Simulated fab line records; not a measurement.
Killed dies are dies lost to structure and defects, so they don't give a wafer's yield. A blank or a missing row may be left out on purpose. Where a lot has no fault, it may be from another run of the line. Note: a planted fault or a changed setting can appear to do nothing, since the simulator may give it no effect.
Chamber matching | flow n5-finfet | N5_BEOL_M2_STRIP_66 on rie-diel-06: 4 sister chambers
The step strips in CF4. 20 wafers are shown with their chamber, then 10 later ones without.

== WAFERS PAIRED WITH THEIR CHAMBERS ==
wafer  | chamber | showerhead-plenum-p-Torr (Torr) | throttle-valve-pct (%) | oes-product-au (a.u.)
L074.2 | 1       | 1.81                            | 13.34                  | 0.81
L074.3 | 3       | 1.77                            | 13.09                  | 0.96
L074.5 | 1       | 1.81                            | 13.36                  | 0.80
L078.3 | 1       | 1.81                            | 13.39                  | 0.80
L078.5 | 3       | 1.77                            | 13.11                  | 0.93
L078.6 | 1       | 1.81                            | 13.36                  | 0.79
L080.2 | 0       | 1.90                            | 13.28                  | 0.96
L080.3 | 2       | 1.82                            | 13.77                  | 0.84
L080.6 | 3       | 1.77                            | 13.12                  | 0.91
L082.1 | 3       | 1.76                            | 13.14                  | 0.90
L082.2 | 1       | 1.81                            | 13.38                  | 0.80
L082.5 | 0       | 1.90                            | 13.27                  | 0.96
L083.2 | 3       | 1.76                            | 13.13                  | 0.89
L083.5 | 3       | 1.76                            | 13.14                  | 0.88
L083.6 | 0       | 1.90                            | 13.29                  | 0.94
L084.1 | 2       | 1.81                            | 13.77                  | 0.83
L084.5 | 2       | 1.81                            | 13.76                  | 0.83
L084.6 | 1       | 1.81                            | 13.40                  | 0.79
L086.1 | 3       | 1.76                            | 13.16                  | 0.88
L086.5 | 3       | 1.76                            | 13.15                  | 0.88

SIGNATURES, as means of the wafers listed above
reading                  | chamber 0 | chamber 1 | chamber 2 | chamber 3 | scatter within a chamber
showerhead-plenum-p-Torr | 1.9000    | 1.8100    | 1.8133    | 1.7637    | 0.00399
throttle-valve-pct       | 13.2800   | 13.3717   | 13.7667   | 13.1300   | 0.0199
oes-product-au           | 0.9533    | 0.7983    | 0.8333    | 0.9038    | 0.02
Rule: a wafer lies at a distance from a chamber equal to the root of the sum of squares, over the readings, of (its reading less the chamber's mean, divided by the reading's scatter). If the next closest chamber is less than 2 further off than the closest, the wafer can't be placed; otherwise it belongs to the closest. The scatter: the root of (the sum of the squares of (reading less its chamber's mean) over the shown wafers, divided by (wafers less chambers)).

== WAFERS WHOSE CHAMBER IS MISSING ==
wafer  | showerhead-plenum-p-Torr (Torr) | throttle-valve-pct (%) | oes-product-au (a.u.)
L086.6 | 1.80                            | 13.39                  | 0.78
L089.1 | 1.89                            | 13.30                  | 0.90
L089.2 | 1.76                            | 13.16                  | 0.87
L089.5 | 1.89                            | 13.30                  | 0.92
L090.1 | 1.81                            | 13.80                  | 0.82
L090.3 | 1.76                            | 13.16                  | 0.86
L090.4 | 1.80                            | 13.42                  | 0.78
L094.2 | 1.76                            | 13.18                  | 0.85
L094.4 | 1.81                            | 13.82                  | 0.81
L094.5 | 1.89                            | 13.34                  | 0.89

== THE CHAMBER EACH PASSED THROUGH ==
wafer  | from the rows above | in truth
L086.6 | 1                   | 1
L089.1 | 0                   | 0
L089.2 | 3                   | 3
L089.5 | 0                   | 0
L090.1 | 2                   | 2
L090.3 | 3                   | 3
L090.4 | 1                   | 1
L094.2 | 3                   | 3
L094.4 | 2                   | 2
L094.5 | 0                   | 0
Correct placement for 10 of the 10. Can't be placed from these rows: 0. Placed wrongly: 0.
